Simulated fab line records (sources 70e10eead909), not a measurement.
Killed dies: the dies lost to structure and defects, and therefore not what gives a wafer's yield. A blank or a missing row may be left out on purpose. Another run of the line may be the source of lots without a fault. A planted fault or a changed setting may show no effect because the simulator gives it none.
Chamber matching | flow nand-harc | NHARC_A_CHANNEL_FILL_D2_ALD_25 on ald-hk-01: 4 sister chambers
The step deposits SiOx, target thk 60 nm, pulse time 10 s, ald cycles 600. 8 wafers are shown with their chamber, then 11 later ones without.

== WAFERS WITH THEIR CHAMBER ==
wafer  | chamber | heater-power-w (W) | precursor-pulse-height-rel
L083.5 | 2       | 522                | 0.995
L084.3 | 3       | 497                | 0.984
L086.5 | 3       | 498                | 1.054
L086.6 | 0       | 512                | 1.007
L085.1 | 0       | 507                | 1.016
L085.2 | 1       | 464                | 1.028
L085.6 | 1       | 455                | 1.014
L089.3 | 2       | 516                | 1.002

== WAFERS WITH NO CHAMBER GIVEN ==
wafer  | heater-power-w (W) | precursor-pulse-height-rel
L089.5 | 472                | 1.038
L089.6 | 511                | 0.998
L091.1 | 520                | 0.977
L091.3 | 516                | 0.985
L091.6 | 508                | 1.035
L094.1 | 427                | 0.984
L094.3 | 536                | 0.999
L094.4 | 546                | 1.029
L097.4 | 431                | 1.002
L097.2 | 503                | 1.018
L097.5 | 429                | 1.029

== WHICH CHAMBER EACH WENT THROUGH ==
wafer  | from the rows above          | in truth
L089.5 | 1                            | 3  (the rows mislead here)
L089.6 | can't be placed: 0 or 2      | 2
L091.1 | can't be placed: 2 or 0      | 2
L091.3 | can't be placed: 2 or 0      | 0
L091.6 | can't be placed: 0 or 3 or 2 | 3
L094.1 | 1                            | 1
L094.3 | 2                            | 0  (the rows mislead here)
L094.4 | 2                            | 2
L097.4 | 1                            | 1
L097.2 | can't be placed: 3 or 0      | 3
L097.5 | 1                            | 1
Correct placement for 4 of the 11. Cannot be placed on the basis of these rows: 5; the candidates contain the true chamber in 5. 2 placed wrongly.
How it was worked out, from the rows above alone: a wafer's distance from a chamber is the root of the sum, over the readings, of the square of ((its reading less the chamber's mean) divided by the reading's scatter). If the next closest chamber is less than 2 further off than the closest, the wafer can't be placed; otherwise it belongs to the closest. A chamber's mean is the mean of its shown wafers. The scatter is the square root of a quotient: the sum, over the shown wafers, of each reading's squared deviation from its chamber's mean, divided by wafers minus chambers.
